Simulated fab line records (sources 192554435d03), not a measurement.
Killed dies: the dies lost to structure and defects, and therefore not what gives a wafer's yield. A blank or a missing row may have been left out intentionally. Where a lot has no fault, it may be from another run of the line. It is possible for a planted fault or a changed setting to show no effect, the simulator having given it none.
fab line records | flow n5Finfet
[record] lots = 24 wafers = 72 lastDay = 17
route steps=1938 shown BEOL_M11@1597 BEOL_M12@1603 BEOL_M13@1671
lots with no fault: from the same line, run without faults
startH: hours from the record's opening day to when the first of the lot's shown wafers began | waitH: hours since the lot's step before | " same as the row above | L1.1+2: a row that stands for several wafers | - either no value or no given start | * or withheld: withheld | < > ~ a bound
route shown NAME@n: a module of which the file shows steps, and the number in the route of the first | usual: the fault-free wafers' mean and standard deviation | same: alike in all rows | chamber/n: place in a boat | sites: per-site readings | _std_site: the values' standard deviation | _edge_site: outer sites' mean less inner sites' | radiusMm: for every site, how far away it sits from the centre of the wafer | mask NAME#n: copy n | behind: the tool/chamber that last shaped the wafer | hold: cause of the lot's hold/its duration in hours/its outcome | device: whichever transistor did not switch (one of n, p or np) | end of line: the tests these same wafers got at the end of their route | step lacking rows: just its recipe | killed: the dies lost at the first sort to structure and to defects; this is not the yield of the wafer | map: per-die view of a wafer (x killed, . not killed, _ where there is no die)
set.NAME: the setting that was run; set.NAME@STEP: the one run at that earlier step | model.NAME: the simulator's own value behind a step, which no gauge read
a sample of lots followed through the steps of the route, with each step as a table and each wafer as a row
services: when a tool's chamber went out of use (startH, in hours from the record's first day, below 0 if earlier), for how many hours, and the reason
[[steps]]
[step N5_BEOL_M11_THK_MEAS_53]
[recipe] thkMeasGauge = xrf reads = Cu_of_BEOL_M11_ECD_50
[usual] M11_THK = 140.2/2.7
// columns lot.wafer tool chamber startH waitH M11_THK[nm]
L074.1 filmMetro-02 - 233.02 - 140.2
L074.2 " - " " 138.5
L074.4 " - " " 137.7
L075.1 filmMetro-01 - 239.68 - 137.1
L075.3 " - " " 135.7
L075.4 " - " " 142.7
L076.2 filmMetro-01 - 257.56 - 138.0
L076.3 " - " " 135.9
L076.5 " - " " 143.8
L080.3 filmMetro-02 - 262.78 - 141.1
L080.4 " - " " 140.5
L080.5 " - " " 142.1
L077.2 filmMetro-02 - 262.98 - 137.9
L077.5 " - " " 135.6
L077.6 " - " " 137.1
L079.1 filmMetro-02 - 264.23 - 137.7
L079.3 " - " " 139.6
L079.4 " - " " 142.4
L081.1 filmMetro-02 - 268.13 - 141.6
L081.5 " - " " 140.5
L081.6 " - " " 140.8
L078.1 filmMetro-02 - 271.08 - 139.0
L078.5 " - " " 137.2
L078.6 " - " " 140.3
L082.3 filmMetro-01 - 277.00 - 139.2
L082.4 " - " " 141.0
L082.6 " - " " 140.9
L083.2 filmMetro-02 - 285.24 - 137.3
L083.4 " - " " 141.4
L083.5 " - " " 136.8
L084.2 filmMetro-01 - 292.71 - 138.6
L084.5 " - " " 144.2
L084.6 " - " " 143.6
L085.2 filmMetro-01 - 308.26 - 141.9
L085.3 " - " " 139.4
L085.4 " - " " 140.8
L087.4 filmMetro-01 - 312.00 - 138.7
L087.5 " - " " 138.8
L087.6 " - " " 139.2
L089.1 filmMetro-02 - 320.54 - 145.6
L089.3 " - " " 141.0
L089.4 " - " " 146.0
L086.1 filmMetro-01 - 320.62 - 140.2
L086.3 " - " " 139.3
L086.4 " - " " 140.1
L091.2 filmMetro-02 - 322.73 - 137.1
L091.3 " - " " 140.3
L091.5 " - " " 140.5
L090.1 filmMetro-01 - 325.52 - 140.3
L090.4 " - " " 141.8
L090.6 " - " " 141.0
L088.3 filmMetro-01 - 327.96 - 142.0
L088.5 " - " " 140.6
L088.6 " - " " 136.6
L093.3 filmMetro-01 - 331.70 - 137.2
L093.4 " - " " 143.4
L093.5 " - " " 139.9
L092.4 filmMetro-02 - 353.95 - 138.4
L092.5 " - " " 137.0
L092.6 " - " " 138.7
L094.1 filmMetro-01 - 354.35 - 141.7
L094.4 " - " " 143.7
L094.6 " - " " 138.9
L096.1 filmMetro-01 - 374.54 - 139.2
L096.3 " - " " 144.9
L096.5 " - " " 147.1
L097.3 filmMetro-01 - 378.33 - 142.6
L097.4 " - " " 143.1
L097.6 " - " " 149.2
L095.1 filmMetro-01 - 378.45 - 141.7
L095.3 " - " " 138.6
L095.4 " - " " 141.7
[step N5_BEOL_M11_INSPECT_58]
[recipe] inspectInstrument = darkfield mode = postDep
[usual] rawDefectCount = 67/22
// columns lot.wafer tool chamber startH waitH rawDefectCount
L074.1 defectInspect-02 - 233.17 0.0 47
L074.2 " - " " 56
L074.4 " - " " 56
L075.1 defectInspect-02 - 239.84 0.0 50
L075.3 " - " " 57
L075.4 " - " " 53
L076.2 defectInspect-01 - 257.71 0.0 55
L076.3 " - " " 55
L076.5 " - " " 75
L080.3 defectInspect-02 - 262.96 0.0 76
L080.4 " - " " 69
L080.5 " - " " 50
L077.2 defectInspect-02 - 263.16 0.0 68
L077.5 " - " " 67
L077.6 " - " " 61
L079.1 defectInspect-02 - 264.38 0.0 35
L079.3 " - " " 44
L079.4 " - " " 66
L081.1 defectInspect-01 - 268.28 0.0 75
L081.5 " - " " 55
L081.6 " - " " 72
L078.1 defectInspect-01 - 271.24 0.0 59
L078.5 " - " " 49
L078.6 " - " " 48
L082.3 defectInspect-02 - 277.15 0.0 97
L082.4 " - " " 127
L082.6 " - " " 111
L083.2 defectInspect-02 - 285.39 0.0 34
L083.4 " - " " 98
L083.5 " - " " 56
L084.2 defectInspect-02 - 292.86 0.0 74
L084.5 " - " " 35
L084.6 " - " " 62
L085.2 defectInspect-01 - 308.42 0.0 101
L085.3 " - " " 148
L085.4 " - " " 116
L087.4 defectInspect-01 - 312.15 0.0 41
L087.5 " - " " 90
L087.6 " - " " 120
L089.1 defectInspect-01 - 320.69 0.0 56
L089.3 " - " " 91
L089.4 " - " " 78
L086.1 defectInspect-01 - 320.77 0.0 94
L086.3 " - " " 45
L086.4 " - " " 76
L091.2 defectInspect-01 - 322.88 0.0 52
L091.3 " - " " 97
L091.5 " - " " 53
L090.1 defectInspect-02 - 325.67 0.0 51
L090.4 " - " " 66
L090.6 " - " " 74
L088.3 defectInspect-01 - 328.11 0.0 70
L088.5 " - " " 56
L088.6 " - " " 55
L093.3 defectInspect-02 - 331.85 0.0 89
L093.4 " - " " 61
L093.5 " - " " 68
L092.4 defectInspect-02 - 354.10 0.0 53
L092.5 " - " " 60
L092.6 " - " " 46
L094.1 defectInspect-02 - 354.50 0.0 75
L094.4 " - " " 69
L094.6 " - " " 37
L096.1 defectInspect-01 - 374.69 0.0 110
L096.3 " - " " 43
L096.5 " - " " 111
L097.3 defectInspect-01 - 378.48 0.0 65
L097.4 " - " " 39
L097.6 " - " " 41
L095.1 defectInspect-01 - 378.60 0.0 94
L095.3 " - " " 87
L095.4 " - " " 86
[step N5_BEOL_M12_THK_MEAS_01]
[recipe] reads = SiOC_of_BEOL_M12_ILD_DEP_00
[usual] M12_ILD_THK = 660/9.3
// columns lot.wafer tool chamber startH waitH M12_ILD_THK[nm]
L074.1 filmMetro-01 - 233.35 0.1 659
L074.2 " - " " 658
L074.4 " - " " 663
L075.1 filmMetro-02 - 240.00 0.1 645
L075.3 " - " " 654
L075.4 " - " " 665
L076.2 filmMetro-01 - 257.88 0.1 655
L076.3 " - " " 663
L076.5 " - " " 673
L080.3 filmMetro-01 - 263.13 0.1 665
L080.4 " - " " 661
L080.5 " - " " 684
L077.2 filmMetro-01 - 263.32 0.1 667
L077.5 " - " " 667
L077.6 " - " " 670
L079.1 filmMetro-01 - 264.55 0.1 660
L079.3 " - " " 664
L079.4 " - " " 674
L081.1 filmMetro-02 - 268.45 0.1 664
L081.5 " - " " 663
L081.6 " - " " 668
L078.1 filmMetro-02 - 271.40 0.1 653
L078.5 " - " " 671
L078.6 " - " " 669
L082.3 filmMetro-02 - 277.37 0.1 663
L082.4 " - " " 659
L082.6 " - " " 655
L083.2 filmMetro-01 - 285.56 0.1 644
L083.4 " - " " 661
L083.5 " - " " 665
L084.2 filmMetro-01 - 293.03 0.1 657
L084.5 " - " " 671
L084.6 " - " " 673
L085.2 filmMetro-02 - 308.58 0.1 652
L085.3 " - " " 646
L085.4 " - " " 664
L087.4 filmMetro-02 - 312.32 0.0 664
L087.5 " - " " 669
L087.6 " - " " 673
L089.1 filmMetro-02 - 320.90 0.1 639
L089.3 " - " " 647
L089.4 " - " " 661
L086.1 filmMetro-02 - 320.93 0.1 648
L086.3 " - " " 653
L086.4 " - " " 670
L091.2 filmMetro-02 - 323.10 0.1 651
L091.3 " - " " 652
L091.5 " - " " 653
L090.1 filmMetro-02 - 325.89 0.1 647
L090.4 " - " " 662
L090.6 " - " " 666
L088.3 filmMetro-02 - 328.28 0.1 656
L088.5 " - " " 670
L088.6 " - " " 677
L093.3 filmMetro-02 - 332.02 0.1 648
L093.4 " - " " 658
L093.5 " - " " 664
L092.4 filmMetro-01 - 354.27 0.0 657
L092.5 " - " " 668
L092.6 " - " " 659
L094.1 filmMetro-01 - 354.67 0.1 652
L094.4 " - " " 661
L094.6 " - " " 665
L096.1 filmMetro-01 - 374.86 0.1 666
L096.3 " - " " 664
L096.5 " - " " 675
L097.3 filmMetro-01 - 378.66 0.1 660
L097.4 " - " " 666
L097.6 " - " " 669
L095.1 filmMetro-02 - 378.77 0.1 666
L095.3 " - " " 662
L095.4 " - " " 667
[step N5_BEOL_M13_INSPECT_12]
[recipe] mode = adi inspectInstrument = macro
[usual] rawDefectCount = 2.0/1.4
// columns lot.wafer tool chamber startH waitH rawDefectCount
L074.1 defectInspect-02 - 242.83 0.0 1
L074.2 " - " " 0
L074.4 " - " " 1
L075.1 defectInspect-01 - 246.26 0.0 4
L075.3 " - " " 2
L075.4 " - " " 1
L076.2 defectInspect-02 - 262.88 0.0 2
L076.3 " - " " 1
L076.5 " - " " 2
L080.3 defectInspect-01 - 267.71 0.0 2
L080.4 " - " " 3
L080.5 " - " " 2
L079.1 defectInspect-02 - 269.54 0.0 3
L079.3 " - " " 3
L079.4 " - " " 1
L077.2 defectInspect-02 - 278.34 0.0 2
L077.5 " - " " 1
L077.6 " - " " 1
L081.1 defectInspect-02 - 280.47 0.0 4
L081.5 " - " " 1
L081.6 " - " " 1
L078.1 defectInspect-02 - 280.84 0.0 1
L078.5 " - " " 4
L078.6 " - " " 2
L082.3 defectInspect-01 - 282.18 0.0 3
L082.4 " - " " 3
L082.6 " - " " 1
L083.2 defectInspect-02 - 293.76 0.0 3
L083.4 " - " " 0
L083.5 " - " " 3
L084.2 defectInspect-02 - 302.49 0.2 0
L084.5 " - " " 0
L084.6 " - " " 2
L085.2 defectInspect-01 - 314.76 0.0 4
L085.3 " - " " 3
L085.4 " - " " 2
L087.4 defectInspect-02 - 317.90 0.0 5
L087.5 " - " " 2
L087.6 " - " " 1
L089.1 defectInspect-02 - 326.67 0.0 1
L089.3 " - " " 2
L089.4 " - " " 1
L086.1 defectInspect-01 - 326.97 0.0 2
L086.3 " - " " 3
L086.4 " - " " 1
L091.2 defectInspect-02 - 329.68 0.0 2
L091.3 " - " " 2
L091.5 " - " " 1
L090.1 defectInspect-02 - 330.73 0.0 0
L090.4 " - " " 4
L090.6 " - " " 2
L088.3 defectInspect-02 - 334.10 0.0 5
L088.5 " - " " 2
L088.6 " - " " 5
L093.3 defectInspect-02 - 340.31 0.0 4
L093.4 " - " " 1
L093.5 " - " " 4
L094.1 defectInspect-02 - 360.06 0.0 2
L094.4 " - " " 3
L094.6 " - " " 3
L092.4 defectInspect-01 - 361.59 0.0 0
L092.5 " - " " 2
L092.6 " - " " 3
L096.1 defectInspect-02 - 380.68 0.0 0
L096.3 " - " " 0
L096.5 " - " " 4
L097.3 defectInspect-02 - 385.80 0.0 0
L097.4 " - " " 1
L097.6 " - " " 4
L095.1 defectInspect-01 - 386.24 0.0 2
L095.3 " - " " 1
L095.4 " - " " 1
[step N5_BEOL_M13_STRIP_63]
[recipe] chemistry = N2/H2 powerW = 1000 tempC = 250 h2Frac = 0.65 overashFraction = 0.3 pressureMtorr = 1000 n2FlowSccm = 1750 h2FlowSccm = 3250
[usual] chamberPressureMTorr = 1000.0/0.94 drypumpMotorCurrentA = 5.7/0.66 heaterPowerW = 325/50 oesProductAu = 0.674/0.0048 stripTimeToEndpointS = 27.8/1.1
// columns lot.wafer tool chamber startH waitH chamberPressureMTorr drypumpMotorCurrentA heaterPowerW oesProductAu rfHoursCounterH stripTimeToEndpointS
L074.1 plasmaAsher-02 1 243.18 - 1000.3 5.1 421 0.678 70 28.5
L074.2 " 0 " " 1000.1 5.5 339 0.675 70 27.7
L074.4 " 1 " " 1001.0 5.1 434 0.668 - 25.8
L075.1 plasmaAsher-01 0 247.19 - 999.7 5.1 340 0.677 117 29.1
L075.3 " 1 " " 1000.6 6.5 266 0.672 - 27.5
L075.4 " 0 " " 998.2 5.1 340 0.676 - 26.2
L076.2 plasmaAsher-01 1 263.24 - 998.6 6.5 268 0.680 119 28.7
L076.3 " 1 " " 999.6 6.5 278 0.675 - 28.3
L076.5 " 1 " " 999.7 6.5 270 0.664 - 27.7
L080.3 plasmaAsher-02 1 268.08 - 1000.7 5.1 430 0.678 - 28.8
L080.4 " 0 " " 1001.3 5.5 334 0.673 - 27.7
L080.5 " 1 " " 1000.3 5.1 418 0.674 - 27.3
L079.1 plasmaAsher-01 1 269.89 - 999.0 6.5 272 0.672 120 27.9
L079.3 " 1 " " 1000.8 6.5 266 0.682 - 28.0
L079.4 " 0 " " 998.8 5.1 339 0.666 - 27.0
L077.2 plasmaAsher-01 1 278.69 - 998.7 6.5 266 0.671 122 27.7
L077.5 " 1 " " 1001.4 6.5 276 0.664 - 27.1
L077.6 " 0 " " 1000.0 5.1 342 0.671 - 28.5
L081.1 plasmaAsher-02 0 280.83 - 1000.3 5.5 341 0.671 78 28.9
L081.5 " 1 " " 1001.0 5.1 433 0.673 - 27.4
L081.6 " 0 " " 999.3 5.5 337 0.674 - 28.5
L078.1 plasmaAsher-01 1 281.20 - 1002.1 6.5 278 0.664 122 27.3
L078.5 " 0 " " 1000.8 5.1 346 0.679 - 27.8
L078.6 " 1 " " 1000.7 6.5 274 0.676 - 26.7
L082.3 plasmaAsher-01 0 282.60 - 999.6 5.1 339 0.663 - 27.5
L082.4 " 1 " " 999.2 6.5 271 0.663 - 26.2
L082.6 " 1 " " 1000.6 6.5 274 0.673 - 25.3
L083.2 plasmaAsher-01 1 294.46 - 1001.6 6.5 272 0.676 125 28.6
L083.4 " 0 " " 1001.0 5.1 340 0.678 - 27.9
L083.5 " 1 " " 998.4 6.5 268 0.672 - 26.9
L084.2 plasmaAsher-02 0 302.85 - 998.3 5.5 341 0.677 82 29.1
L084.5 " 1 " " 1001.1 5.1 435 0.670 - 25.9
L084.6 " 0 " " 1001.0 5.4 348 0.672 - 26.3
L085.2 plasmaAsher-01 1 315.12 - 999.8 6.5 268 0.679 129 27.4
L085.3 " 0 " " 1000.6 5.1 336 0.674 - 28.3
L085.4 " 1 " " 999.0 6.5 273 0.671 - 26.1
L087.4 plasmaAsher-02 1 318.28 - 999.9 5.1 427 0.668 - 27.6
L087.5 " 0 " " 1001.2 5.5 348 0.673 - 26.8
L087.6 " 1 " " 999.8 5.1 416 0.670 - 26.6
L089.1 plasmaAsher-01 1 327.46 - 998.2 6.5 270 0.671 132 27.1
L089.3 " 0 " " 998.6 5.1 341 0.674 - 28.8
L089.4 " 1 " " 999.6 6.5 272 0.671 - 26.4
L086.1 plasmaAsher-01 1 327.72 - 1000.0 6.5 278 0.680 133 28.7
L086.3 " 0 " " 1002.2 5.1 347 0.666 - 24.8
L086.4 " 1 " " 1000.4 6.5 276 0.673 - 27.2
L091.2 plasmaAsher-01 1 330.04 - 1001.1 6.5 281 0.687 133 29.8
L091.3 " 1 " " 999.9 6.5 270 0.678 - 28.0
L091.5 " 0 " " 1000.3 5.1 351 0.673 - 27.6
L090.1 plasmaAsher-01 0 331.09 - 1000.5 5.1 331 0.674 133 30.0
L090.4 " 1 " " 999.3 6.5 268 0.678 - 27.4
L090.6 " 0 " " 999.8 5.1 345 0.677 - 26.9
L088.3 plasmaAsher-02 0 334.48 - 1000.8 5.4 345 0.676 - 26.7
L088.5 " 1 " " 999.2 5.1 428 0.673 - 26.8
L088.6 " 0 " " 999.9 5.5 338 0.674 - 26.5
L093.3 plasmaAsher-01 1 340.69 - 998.2 6.5 275 0.678 - 27.1
L093.4 " 0 " " 999.5 5.1 339 0.668 - 26.7
L093.5 " 1 " " 999.7 6.5 274 0.675 - 26.3
L094.1 plasmaAsher-01 0 360.41 - 999.8 5.1 340 0.678 138 28.7
L094.4 " 1 " " 999.2 6.5 278 0.671 - 26.6
L094.6 " 1 " " 999.6 6.5 274 0.673 - 28.4
L092.4 plasmaAsher-01 0 362.06 - 1000.0 5.2 337 0.665 - 27.6
L092.5 " 1 " " 1000.0 6.5 272 0.675 - 28.5
L092.6 " 0 " " 1000.8 5.1 336 0.675 - 27.0
L096.1 plasmaAsher-01 1 381.03 - 1000.3 6.5 272 0.675 142 28.8
L096.3 " 0 " " 1001.0 5.1 339 0.681 - 29.2
L096.5 " 0 " " 1001.5 5.1 339 0.679 - 27.7
L097.3 plasmaAsher-01 1 386.18 - 999.7 6.5 270 0.669 - 28.7
L097.4 " 0 " " 1000.4 5.1 343 0.671 - 28.8
L097.6 " 0 " " 999.9 5.1 343 0.681 - 28.3
L095.1 plasmaAsher-01 1 386.67 - 999.0 6.5 268 0.672 143 27.1
L095.3 " 1 " " 999.1 6.5 271 0.676 - 26.6
L095.4 " 0 " " 1000.1 5.1 341 0.672 - 28.1
[step N5_BEOL_M13_STRIP_64]
[recipe] chemistry = N2/H2 powerW = 1000 tempC = 250 h2Frac = 0.65 overashFraction = 0.3 pressureMtorr = withheld n2FlowSccm = 1750 h2FlowSccm = 3250
[usual] drypumpMotorCurrentA = 5.7/0.66 heaterPowerW = 325/51 oesProductAu = 0.715/0.0044 stripTimeToEndpointS = 31.32/0.085
// columns lot.wafer tool chamber startH waitH drypumpMotorCurrentA heaterPowerW oesProductAu rfHoursCounterH stripTimeToEndpointS
L074.1 plasmaAsher-02 1 243.24 0.0 5.1 441 0.711 70 31.23
L074.2 " 0 " " 5.5 342 0.717 70 31.21
L074.4 " 1 " " 5.1 441 0.717 - 31.22
L075.1 plasmaAsher-01 0 247.25 0.0 5.1 345 0.715 117 31.27
L075.3 " 1 " " 6.5 267 0.720 - 31.25
L075.4 " 0 " " 5.1 340 0.713 - 31.26
L076.2 plasmaAsher-01 1 263.30 0.0 6.5 276 0.708 119 31.31
L076.3 " 1 " " 6.5 270 0.716 - 31.39
L076.5 " 1 " " 6.5 269 0.713 - 31.37
L080.3 plasmaAsher-02 1 268.14 0.0 5.1 434 0.716 - 31.42
L080.4 " 0 " " 5.4 340 0.709 - 31.40
L080.5 " 1 " " 5.1 425 0.717 - 31.50
L079.1 plasmaAsher-01 1 269.95 0.0 6.5 265 0.718 121 31.26
L079.3 " 1 " " 6.5 280 0.716 - 31.18
L079.4 " 0 " " 5.1 339 0.712 - 31.19
L077.2 plasmaAsher-01 1 278.75 0.0 6.5 270 0.716 122 31.31
L077.5 " 1 " " 6.5 272 0.715 - 31.35
L077.6 " 0 " " 5.1 341 0.711 - 31.34
L081.1 plasmaAsher-02 0 280.89 0.0 5.5 337 0.718 78 31.50
L081.5 " 1 " " 5.1 423 0.716 - 31.39
L081.6 " 0 " " 5.5 339 0.713 - 31.43
L078.1 plasmaAsher-01 1 281.26 0.0 6.5 267 0.708 122 31.18
L078.5 " 0 " " 5.1 337 0.708 - 31.21
L078.6 " 1 " " 6.5 276 0.710 - 31.25
L082.3 plasmaAsher-01 0 282.66 0.0 5.1 347 0.719 - 31.30
L082.4 " 1 " " 6.5 268 0.716 - 31.44
L082.6 " 1 " " 6.5 275 0.718 - 31.38
L083.2 plasmaAsher-01 1 294.52 0.0 6.5 271 0.708 125 31.37
L083.4 " 0 " " 5.1 330 0.717 - 31.40
L083.5 " 1 " " 6.5 276 0.717 - 31.29
L084.2 plasmaAsher-02 0 302.91 0.0 5.5 329 0.720 82 31.20
L084.5 " 1 " " 5.1 421 0.716 - 31.19
L084.6 " 0 " " 5.5 344 0.717 - 31.24
L085.2 plasmaAsher-01 1 315.18 0.0 6.5 268 0.712 129 31.26
L085.3 " 0 " " 5.1 335 0.712 - 31.30
L085.4 " 1 " " 6.5 273 0.714 - 31.24
L087.4 plasmaAsher-02 1 318.34 0.0 5.1 418 0.713 - 31.36
L087.5 " 0 " " 5.5 340 0.714 - 31.27
L087.6 " 1 " " 5.1 425 0.715 - 31.24
L089.1 plasmaAsher-01 1 327.52 0.0 6.5 272 0.716 133 31.29
L089.3 " 0 " " 5.1 343 0.716 - 31.31
L089.4 " 1 " " 6.5 262 0.714 - 31.43
L086.1 plasmaAsher-01 1 327.78 0.0 6.5 269 0.724 133 31.34
L086.3 " 0 " " 5.1 342 0.715 - 31.37
L086.4 " 1 " " 6.5 271 0.717 - 31.32
L091.2 plasmaAsher-01 1 330.10 0.0 6.5 267 0.713 133 31.27
L091.3 " 1 " " 6.5 274 0.716 - 31.23
L091.5 " 0 " " 5.1 343 0.719 - 31.23
L090.1 plasmaAsher-01 0 331.15 0.0 5.1 340 0.714 133 31.37
L090.4 " 1 " " 6.5 269 0.715 - 31.42
L090.6 " 0 " " 5.1 339 0.718 - 31.42
L088.3 plasmaAsher-02 0 334.54 0.0 5.5 346 0.711 - 31.37
L088.5 " 1 " " 5.1 430 0.716 - 31.39
L088.6 " 0 " " 5.5 335 0.713 - 31.50
L093.3 plasmaAsher-01 1 340.75 0.0 6.5 273 0.719 - 31.20
L093.4 " 0 " " 5.1 348 0.709 - 31.23
L093.5 " 1 " " 6.5 262 0.713 - 31.26
L094.1 plasmaAsher-01 0 360.47 0.0 5.1 341 0.716 138 31.29
L094.4 " 1 " " 6.5 268 0.727 - 31.38
L094.6 " 1 " " 6.5 267 0.720 - 31.33
L092.4 plasmaAsher-01 0 362.12 0.0 5.1 345 0.725 - 31.25
L092.5 " 1 " " 6.5 278 0.713 - 31.29
L092.6 " 0 " " 5.1 340 0.717 - 31.23
L096.1 plasmaAsher-01 1 381.09 0.0 6.5 270 0.705 142 31.45
L096.3 " 0 " " 5.1 339 0.716 - 31.35
L096.5 " 0 " " 5.1 341 0.720 - 31.33
L097.3 plasmaAsher-01 1 386.24 0.0 6.5 264 0.713 - 31.35
L097.4 " 0 " " 5.1 333 0.720 - 31.36
L097.6 " 0 " " 5.0 338 0.710 - 31.37
L095.1 plasmaAsher-01 1 386.73 0.0 6.5 276 0.718 143 31.35
L095.3 " 1 " " 6.5 272 0.709 - 31.29
L095.4 " 0 " " 5.1 348 0.709 - 31.27
[[services]]
// columns tool chamber startH hours kind
plasmaAsher-02 - 293.46 2.6 repair
[[key]]
fault none
